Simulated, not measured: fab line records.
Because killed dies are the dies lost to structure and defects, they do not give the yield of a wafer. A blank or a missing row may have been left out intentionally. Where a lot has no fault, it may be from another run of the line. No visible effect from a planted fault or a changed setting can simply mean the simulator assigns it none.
Split-lot study || flow n5_finfet || 7 lots, 39 wafers read, on a route of 1938 steps

## ABOUT THE SPLIT
At N5_BEOL_M15_ILD_DEP_00 (deposits SiO2 from TEOS/O2, target thk 1629.3 nm, time 346.1 s), the setting target_thk_a was moved away from the recipe's 16293 angstrom on 12 of the 39 wafers read, by -25.0% to +44.7%. All remaining wafers had this setting at the recipe value.

There is no step in the file separating the split from the reading.

## THE READING
M15_ILD_THK in nanometres, read at N5_BEOL_M15_THK_MEAS_01. A value of 1632 nm with a standard deviation of 22 nm is what fault-free wafers of this fab line usually give.

{"wafer": "L076.1", "tool, chamber at the split": "pecvd-03, 2", "target_thk_a as run, angstrom": 16293, "against the recipe": "recipe", "M15_ILD_THK, nm": 1614, "against lot-mates on the recipe": "-"}
{"wafer": "L076.2", "tool, chamber at the split": "pecvd-03, 0", "target_thk_a as run, angstrom": 16293, "against the recipe": "recipe", "M15_ILD_THK, nm": 1621, "against lot-mates on the recipe": "-"}
{"wafer": "L076.3", "tool, chamber at the split": "pecvd-03, 1", "target_thk_a as run, angstrom": 16293, "against the recipe": "recipe", "M15_ILD_THK, nm": 1659, "against lot-mates on the recipe": "-"}
{"wafer": "L076.4", "tool, chamber at the split": "pecvd-03, 0", "target_thk_a as run, angstrom": 16293, "against the recipe": "recipe", "M15_ILD_THK, nm": 1644, "against lot-mates on the recipe": "-"}
{"wafer": "L076.5", "tool, chamber at the split": "pecvd-03, 2", "target_thk_a as run, angstrom": 16293, "against the recipe": "recipe", "M15_ILD_THK, nm": 1649, "against lot-mates on the recipe": "-"}
{"wafer": "L076.6", "tool, chamber at the split": "pecvd-03, 1", "target_thk_a as run, angstrom": 16293, "against the recipe": "recipe", "M15_ILD_THK, nm": 1659, "against lot-mates on the recipe": "-"}
{"wafer": "L082.1", "tool, chamber at the split": "pecvd-04, 2", "target_thk_a as run, angstrom": 13060, "against the recipe": "-19.8%", "M15_ILD_THK, nm": 1275, "against lot-mates on the recipe": -324}
{"wafer": "L082.2", "tool, chamber at the split": "pecvd-04, 0", "target_thk_a as run, angstrom": 16293, "against the recipe": "recipe", "M15_ILD_THK, nm": 1576, "against lot-mates on the recipe": "-"}
{"wafer": "L082.3", "tool, chamber at the split": "pecvd-04, 1", "target_thk_a as run, angstrom": 16293, "against the recipe": "recipe", "M15_ILD_THK, nm": 1589, "against lot-mates on the recipe": "-"}
{"wafer": "L082.4", "tool, chamber at the split": "pecvd-04, 2", "target_thk_a as run, angstrom": 13060, "against the recipe": "-19.8%", "M15_ILD_THK, nm": 1301, "against lot-mates on the recipe": -298}
{"wafer": "L082.5", "tool, chamber at the split": "pecvd-04, 0", "target_thk_a as run, angstrom": 16293, "against the recipe": "recipe", "M15_ILD_THK, nm": 1633, "against lot-mates on the recipe": "-"}
{"wafer": "L082.6", "tool, chamber at the split": "pecvd-04, 1", "target_thk_a as run, angstrom": 13060, "against the recipe": "-19.8%", "M15_ILD_THK, nm": 1289, "against lot-mates on the recipe": -310}
{"wafer": "L080.3", "tool, chamber at the split": "pecvd-03, 0", "target_thk_a as run, angstrom": 16293, "against the recipe": "recipe", "M15_ILD_THK, nm": 1593, "against lot-mates on the recipe": "-"}
{"wafer": "L080.4", "tool, chamber at the split": "pecvd-03, 2", "target_thk_a as run, angstrom": 16293, "against the recipe": "recipe", "M15_ILD_THK, nm": 1606, "against lot-mates on the recipe": "-"}
{"wafer": "L080.5", "tool, chamber at the split": "pecvd-03, 1", "target_thk_a as run, angstrom": 16293, "against the recipe": "recipe", "M15_ILD_THK, nm": 1633, "against lot-mates on the recipe": "-"}
{"wafer": "L084.1", "tool, chamber at the split": "pecvd-02, 0", "target_thk_a as run, angstrom": 16293, "against the recipe": "recipe", "M15_ILD_THK, nm": 1602, "against lot-mates on the recipe": "-"}
{"wafer": "L084.2", "tool, chamber at the split": "pecvd-02, 1", "target_thk_a as run, angstrom": 18850, "against the recipe": "+15.7%", "M15_ILD_THK, nm": 1890, "against lot-mates on the recipe": "+261"}
{"wafer": "L084.3", "tool, chamber at the split": "pecvd-02, 2", "target_thk_a as run, angstrom": 18850, "against the recipe": "+15.7%", "M15_ILD_THK, nm": 1869, "against lot-mates on the recipe": "+240"}
{"wafer": "L084.4", "tool, chamber at the split": "pecvd-02, 0", "target_thk_a as run, angstrom": 16293, "against the recipe": "recipe", "M15_ILD_THK, nm": 1627, "against lot-mates on the recipe": "-"}
{"wafer": "L084.5", "tool, chamber at the split": "pecvd-02, 2", "target_thk_a as run, angstrom": 18850, "against the recipe": "+15.7%", "M15_ILD_THK, nm": 1887, "against lot-mates on the recipe": "+258"}
{"wafer": "L084.6", "tool, chamber at the split": "pecvd-02, 1", "target_thk_a as run, angstrom": 16293, "against the recipe": "recipe", "M15_ILD_THK, nm": 1657, "against lot-mates on the recipe": "-"}
{"wafer": "L088.1", "tool, chamber at the split": "pecvd-03, 1", "target_thk_a as run, angstrom": 16293, "against the recipe": "recipe", "M15_ILD_THK, nm": 1636, "against lot-mates on the recipe": "-"}
{"wafer": "L088.2", "tool, chamber at the split": "pecvd-03, 0", "target_thk_a as run, angstrom": 12220, "against the recipe": "-25.0%", "M15_ILD_THK, nm": 1216, "against lot-mates on the recipe": -427}
{"wafer": "L088.3", "tool, chamber at the split": "pecvd-03, 2", "target_thk_a as run, angstrom": 12220, "against the recipe": "-25.0%", "M15_ILD_THK, nm": 1225, "against lot-mates on the recipe": -418}
{"wafer": "L088.4", "tool, chamber at the split": "pecvd-03, 0", "target_thk_a as run, angstrom": 16293, "against the recipe": "recipe", "M15_ILD_THK, nm": 1649, "against lot-mates on the recipe": "-"}
{"wafer": "L088.5", "tool, chamber at the split": "pecvd-03, 1", "target_thk_a as run, angstrom": 12220, "against the recipe": "-25.0%", "M15_ILD_THK, nm": 1266, "against lot-mates on the recipe": -377}
{"wafer": "L088.6", "tool, chamber at the split": "pecvd-03, 2", "target_thk_a as run, angstrom": 16293, "against the recipe": "recipe", "M15_ILD_THK, nm": 1645, "against lot-mates on the recipe": "-"}
{"wafer": "L085.1", "tool, chamber at the split": "pecvd-04, 2", "target_thk_a as run, angstrom": 16293, "against the recipe": "recipe", "M15_ILD_THK, nm": 1629, "against lot-mates on the recipe": "-"}
{"wafer": "L085.2", "tool, chamber at the split": "pecvd-04, 1", "target_thk_a as run, angstrom": 23580, "against the recipe": "+44.7%", "M15_ILD_THK, nm": 2331, "against lot-mates on the recipe": "+689"}
{"wafer": "L085.3", "tool, chamber at the split": "pecvd-04, 0", "target_thk_a as run, angstrom": 16293, "against the recipe": "recipe", "M15_ILD_THK, nm": 1620, "against lot-mates on the recipe": "-"}
{"wafer": "L085.4", "tool, chamber at the split": "pecvd-04, 0", "target_thk_a as run, angstrom": 23580, "against the recipe": "+44.7%", "M15_ILD_THK, nm": 2393, "against lot-mates on the recipe": "+751"}
{"wafer": "L085.5", "tool, chamber at the split": "pecvd-04, 2", "target_thk_a as run, angstrom": 16293, "against the recipe": "recipe", "M15_ILD_THK, nm": 1677, "against lot-mates on the recipe": "-"}
{"wafer": "L085.6", "tool, chamber at the split": "pecvd-04, 1", "target_thk_a as run, angstrom": 23580, "against the recipe": "+44.7%", "M15_ILD_THK, nm": 2371, "against lot-mates on the recipe": "+729"}
{"wafer": "L090.1", "tool, chamber at the split": "pecvd-02, 0", "target_thk_a as run, angstrom": 16293, "against the recipe": "recipe", "M15_ILD_THK, nm": 1605, "against lot-mates on the recipe": "-"}
{"wafer": "L090.2", "tool, chamber at the split": "pecvd-02, 2", "target_thk_a as run, angstrom": 16293, "against the recipe": "recipe", "M15_ILD_THK, nm": 1625, "against lot-mates on the recipe": "-"}
{"wafer": "L090.3", "tool, chamber at the split": "pecvd-02, 1", "target_thk_a as run, angstrom": 16293, "against the recipe": "recipe", "M15_ILD_THK, nm": 1670, "against lot-mates on the recipe": "-"}
{"wafer": "L090.4", "tool, chamber at the split": "pecvd-02, 1", "target_thk_a as run, angstrom": 16293, "against the recipe": "recipe", "M15_ILD_THK, nm": 1664, "against lot-mates on the recipe": "-"}
{"wafer": "L090.5", "tool, chamber at the split": "pecvd-02, 2", "target_thk_a as run, angstrom": 16293, "against the recipe": "recipe", "M15_ILD_THK, nm": 1667, "against lot-mates on the recipe": "-"}
{"wafer": "L090.6", "tool, chamber at the split": "pecvd-02, 0", "target_thk_a as run, angstrom": 16293, "against the recipe": "recipe", "M15_ILD_THK, nm": 1636, "against lot-mates on the recipe": "-"}

THE FIT
A straight line over all 39 wafers: M15_ILD_THK changes by +16.4 nm for each +1% of target_thk_a; r = +1.00; the points scatter about the line by 25 nm.
The same after taking each lot's own level away (the mean of its wafers on the recipe; 39 wafers): +16.1 nm for each +1%; r = +1.00; scatter 21 nm.
On that fit, the largest move of target_thk_a shifts the reading by 7.2e+02 nm.
Across the lots, their own levels run from 1599.3 to 1644.5 nm, a range of 2.1 times the standard deviation given above.
The two slopes agree, so the slope changes little with the lot-to-lot level.
Check: +731 nm against its lot-mates is what the line predicts for one of the wafers moved furthest among these (+44.7%) when that wafer is left out of the fit. It came out at +689 nm against them.

## THE WHOLE CHAIN: every reading that the file lists as answering this split, in the file's order
{"step": "N5_BEOL_M15_ILD_DEP_00", "what it does": "deposits SiO2 from TEOS/O2, target thk 1629.3 nm, time 346.1 s", "reading": "SiO2_of_BEOL_M15_ILD_DEP_00.thk_nm (the simulator's own value, which no gauge read)", "change (the file's fit)": "+16.1 nm for each +1% of the setting", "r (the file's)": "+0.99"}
{"step": "N5_BEOL_M15_THK_MEAS_01", "what it does": "", "reading": "M15_ILD_THK", "change (the file's fit)": "+16.1 for each +1% of the setting", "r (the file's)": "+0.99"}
{"step": "N5_BEOL_M15_VIA_ETCH_16", "what it does": "etches SiO2 in C4F8/O2/Ar, target depth 1792.2 nm", "reading": "etch.depth_nm (the simulator's own value, which no gauge read)", "change (the file's fit)": "+16.1 nm for each +1% of the setting", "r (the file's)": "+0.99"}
{"step": "N5_BEOL_M15_VIA_ETCH_16", "what it does": "etches SiO2 in C4F8/O2/Ar, target depth 1792.2 nm", "reading": "coat_of_BEOL_M15_COAT_04.thk_nm (the simulator's own value, which no gauge read)", "change (the file's fit)": "-3.67 nm for each +1% of the setting", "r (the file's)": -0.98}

## FILE'S OWN FIT
M15_ILD_THK changes by +16.1 nm for each +1% of target_thk_a, r = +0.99.
